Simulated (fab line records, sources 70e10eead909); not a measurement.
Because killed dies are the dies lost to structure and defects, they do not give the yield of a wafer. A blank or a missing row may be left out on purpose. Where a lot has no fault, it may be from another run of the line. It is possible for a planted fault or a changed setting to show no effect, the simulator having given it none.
Which tool was responsible? || flow nand_harc || 12 lots, 36 wafers sampled, at 2 steps of a route of 1302

## WHAT THE GAUGES READ, wafer by wafer
NHARC_P_M2_THK_MEAS_24: measures by xrf.
{"lot": "L075", "measured": "day 7 02:28", "on": "film_metro-01", "thk_nm (nm)": "143.1 141.9 142.1"}
{"lot": "L077", "measured": "day 7 17:40", "on": "film_metro-02", "thk_nm (nm)": "147.7 144.3 147.0"}
{"lot": "L079", "measured": "day 8 12:16", "on": "film_metro-02", "thk_nm (nm)": "144.8 145.3 144.8"}
{"lot": "L081", "measured": "day 9 08:08", "on": "film_metro-01", "thk_nm (nm)": "144.4 145.4 146.0"}
{"lot": "L083", "measured": "day 10 10:13", "on": "film_metro-02", "thk_nm (nm)": "145.3 145.8 141.6"}
{"lot": "L085", "measured": "day 11 04:38", "on": "film_metro-02", "thk_nm (nm)": "146.0 145.1 145.6"}
{"lot": "L087", "measured": "day 11 20:26", "on": "film_metro-01", "thk_nm (nm)": "145.2 148.4 143.8"}
{"lot": "L088", "measured": "day 12 22:20", "on": "film_metro-02", "thk_nm (nm)": "144.4 142.6 146.0"}
{"lot": "L091", "measured": "day 13 23:17", "on": "film_metro-02", "thk_nm (nm)": "144.3 143.6 143.6"}
{"lot": "L093", "measured": "day 14 10:40", "on": "film_metro-01", "thk_nm (nm)": "145.3 145.6 145.6"}
{"lot": "L095", "measured": "day 15 04:32", "on": "film_metro-01", "thk_nm (nm)": "142.7 143.4 143.7"}
{"lot": "L097", "measured": "day 15 22:33", "on": "film_metro-02", "thk_nm (nm)": "145.8 145.9 146.6"}

## TOOL THAT RAN EACH LOT (tool first, then ch and the chambers of the sampled wafers, then the start)
{"lot": "L075", "NHARC_P_M2_ANNEAL_31": "rtp_anneal-01 ch 0, day 7 01:52"}
{"lot": "L077", "NHARC_P_M2_ANNEAL_31": "rtp_anneal-02 ch 0, day 7 17:10"}
{"lot": "L079", "NHARC_P_M2_ANNEAL_31": "rtp_anneal-02 ch 0, day 8 11:39"}
{"lot": "L081", "NHARC_P_M2_ANNEAL_31": "rtp_anneal-02 ch 0, day 9 07:31"}
{"lot": "L083", "NHARC_P_M2_ANNEAL_31": "rtp_anneal-01 ch 0, day 10 09:34"}
{"lot": "L085", "NHARC_P_M2_ANNEAL_31": "rtp_anneal-02 ch 0, day 11 03:59"}
{"lot": "L087", "NHARC_P_M2_ANNEAL_31": "rtp_anneal-01 ch 0, day 11 19:47"}
{"lot": "L088", "NHARC_P_M2_ANNEAL_31": "rtp_anneal-01 ch 0, day 12 21:41"}
{"lot": "L091", "NHARC_P_M2_ANNEAL_31": "rtp_anneal-01 ch 0, day 13 22:37"}
{"lot": "L093", "NHARC_P_M2_ANNEAL_31": "rtp_anneal-01 ch 0, day 14 10:00"}
{"lot": "L095", "NHARC_P_M2_ANNEAL_31": "rtp_anneal-01 ch 0, day 15 03:59"}
{"lot": "L097", "NHARC_P_M2_ANNEAL_31": "rtp_anneal-02 ch 0, day 15 21:56"}
- NHARC_P_M2_ANNEAL_31: time 90 s.

## THE ANSWER, worked out from the rows above alone
Rule: the usual values come from the lots themselves. Put in order of their means at a reading, lots are off if they are a third of the lots or fewer, leave a main group of 4 or more, and stand apart from it by a gap of 3 or more times the standard deviation of the main group's means; of several such gaps the widest counts. Not used: any main group whose means are identical at the precision the tables above print for the reading. A lot without any number at a reading at which 4 lots or more have one is off too. The other lots that the step has rows for count as sound.
Across all readings shown, no lot is off: no conclusion can be drawn from this.

## WHAT THE SIMULATOR PUT IN
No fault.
